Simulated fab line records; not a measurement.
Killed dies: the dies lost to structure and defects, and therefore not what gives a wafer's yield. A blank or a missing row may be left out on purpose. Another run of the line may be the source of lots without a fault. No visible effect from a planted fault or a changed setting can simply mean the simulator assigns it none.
A lot that was struck, set against a sound lot :: flow n5-finfet :: 39 steps out of a route of 1938
Sound: these wafers, L327.1, L327.2, L327.6. Struck: wafer L328.1 (L328.4, L328.6, from the same lot, were not struck and are left out); the cause is given at the end.
At each step with rows: each side's tool, then ch and its chambers, then its first start. Under that, the readings that differ: sound wafers :: struck wafers :: difference of the means :: sigmas: that difference in standard deviations of wafers without a fault.
alike: a reading whose means differ by less than 2 such deviations, as well as words and numbers matching on both sides. not compared: withheld readings; readings where some wafer has no value; bounds like >300 that might hide an equal value; numbers whose values overlap and for which the record gives no deviation.
Wherever a step has rows on one side only, a row that says differs or no value, or a row with sigmas, the two part there. Numbers that don't overlap but have no deviation are shown without sigmas and don't part them. A reading that every wafer of one side lacks parts them only if that side has two wafers or more.

first, 9 steps without rows for these wafers: N5_PMOS_HMC_CHANNEL_EPI_EPI_20 (deposits SiGe30, target thk 59 nm); N5_PMOS_HMC_CHANNEL_EPI_HM_STRIP_35 (strips SiO2 in dHF, material SiO2, target depth 39.6 nm, time 216 s); N5_PMOS_HMC_CHANNEL_EPI_SRD_39 (time 30 s); N5_PMOS_HMC_CHANNEL_EPI_CMP_21 (polishes SiGe30, target thk 54 nm); N5_PMOS_HMC_CHANNEL_EPI_PRECLEAN_40 (cleans in DHF, time 30 s); N5_PMOS_HMC_CHANNEL_EPI_PRECLEAN_37 (cleans in O3/DIW, time 45 s); N5_PMOS_HMC_CHANNEL_EPI_PRECLEAN_24 (cleans in DHF, time 30 s); N5_PMOS_HMC_CHANNEL_EPI_SRD_25 (time 30 s); N5_PMOS_HMC_CHANNEL_EPI_EPI_26 (deposits Si from SiH4/H2, target thk 3.8 nm, time 22.7 s).
N5_FIN_SAQP_PRECLEAN_42: cleans in O3/DIW, time 60 s.
  sound on wet-bench-06 ch 0,1,5, day 4 20:14; struck on wet-bench-06 ch 2,3,4, day 5 02:19
then, 24 steps without rows for these wafers: N5_FIN_SAQP_PRECLEAN_00 (cleans in SC1, time 60 s); N5_FIN_SAQP_PRECLEAN_44 (cleans in SC2, time 45 s); N5_FIN_SAQP_SRD_01 (time 30 s); N5_FIN_SAQP_ALD_61 (deposits SiO2, target thk 4 nm, pulse time 1 s, purge time 2 s); N5_FIN_SAQP_DENSIFY_62 (time 60 s); N5_FIN_SAQP_HM_DEP_03 (deposits SiNx from SiH4/NH3/N2, target thk 38 nm, time 33.6 s); N5_FIN_SAQP_PECVD_47 (deposits a-Si from SiH4/He, target thk 45 nm, time 36.3 s); N5_FIN_SAQP_PECVD_48 (deposits SiNx from SiH4/NH3/N2, target thk 25 nm, time 22.1 s); N5_FIN_SAQP_PECVD_06 (deposits a-Si from SiH4/He, target thk 60 nm, time 48.1 s); N5_FIN_SAQP_HM_DEP_72 (deposits SiO2 from SiH4/N2O, target thk 12 nm, time 7.2 s); N5_FIN_SAQP_COAT_49 (time 60 s, resist thk 100 nm); N5_FIN_SAQP_COAT_50 (time 60 s, resist thk 35 nm); N5_FIN_SAQP_COAT_10 (resist thk 90 nm); N5_FIN_SAQP_EBR_12; N5_FIN_SAQP_SOFTBAKE_11 (time 60 s); N5_FIN_SAQP_EXPOSE_13 (exposes mask FIN CORE, target cd 35.6 nm); N5_FIN_SAQP_PEB_14 (peb time 60 s); N5_FIN_SAQP_DEVELOP_15 (develop time 30 s); N5_FIN_SAQP_DESCUM_21 (chemistry O2, time 7.9 s); N5_FIN_SAQP_ETCH_51 (etches SiARC in CF4, target depth 45.5 nm, time 75.8 s); N5_FIN_SAQP_ETCH_52 (etches SOC in N2/H2, target depth 100 nm, overetch 20 nm, time 150 s); N5_FIN_SAQP_STRIP_53 (strips in N2/H2); N5_FIN_SAQP_HM_OPEN_73 (chemistry CHF3/O2, target SiO2, stops on a-Si, target depth 12 nm, time 16.8 s); N5_FIN_SAQP_STRIP_74 (strips in CHF3/O2).
N5_FIN_SAQP_INSPECT_40: inspects for defects (brightfield).
  sound on defect-inspect-02, day 5 03:16; struck on defect-inspect-01, day 5 08:39
reading: raw-defect-count
sound: 178 206 145
struck: 565
difference: +389
sigmas: +6
N5_FIN_CUT_INSPECT_10: inspects for defects (brightfield).
  sound on defect-inspect-02, day 5 03:39; struck on defect-inspect-01, day 5 09:10
reading: raw-defect-count
sound: 29 34 22
struck: 388
difference: +360
sigmas: +30
N5_FIN_CUT_INSPECT_17: inspects for defects (brightfield).
  sound on defect-inspect-02, day 5 04:36; struck on defect-inspect-02, day 5 10:09
reading: raw-defect-count
sound: 161 199 161
struck: 580
difference: +406
sigmas: +7
-- here the record skips 9 days between the struck wafers' starts before and after, leaving off in module FIN_CUT and picking up in module BEOL_M4 (first step shown: number 1111 of the route) --
N5_BEOL_M4_RC_MEAS_101:
  sound on prober-02 ch 0, day 13 12:13; struck on prober-02 ch 0, day 14 11:07
reading: DIBL_P (mV/V)
sound: 43 41 35
struck: 32
difference: -8
sigmas: -3

reading: IOFF_N (nA/um)
sound: 0.31 0.23 0.14
struck: 0.11
difference: -0.12
sigmas: -2

reading: IOFF_P (nA/um)
sound: 0.34 0.31 0.21
struck: 0.16
difference: -0.13
sigmas: -2

reading: VT_N (mV)
sound: 243 241 251
struck: 256
difference: +11
sigmas: +3

reading: VT_P (mV)
sound: -244 -246 -247
struck: -255
difference: -9
sigmas: -2
  alike: DIBL_N, ION_N, ION_P, SS_N, SS_P
-- the record jumps here: 5 days lie between the struck wafers' starts before and after (it left off in module BEOL_M4 and takes up again in module PASSIVATION, whose first step shown is number 1936 of the route) --
N5_PASSIVATION_PROBE_49:
  the record has rows for the struck wafers here (prober-02, day 19 00:02) and none for the sound ones

## WHERE THEY PART
Earliest at N5_FIN_SAQP_INSPECT_40; latest, in this record, at N5_PASSIVATION_PROBE_49.

WHY: what had been put in by the simulator
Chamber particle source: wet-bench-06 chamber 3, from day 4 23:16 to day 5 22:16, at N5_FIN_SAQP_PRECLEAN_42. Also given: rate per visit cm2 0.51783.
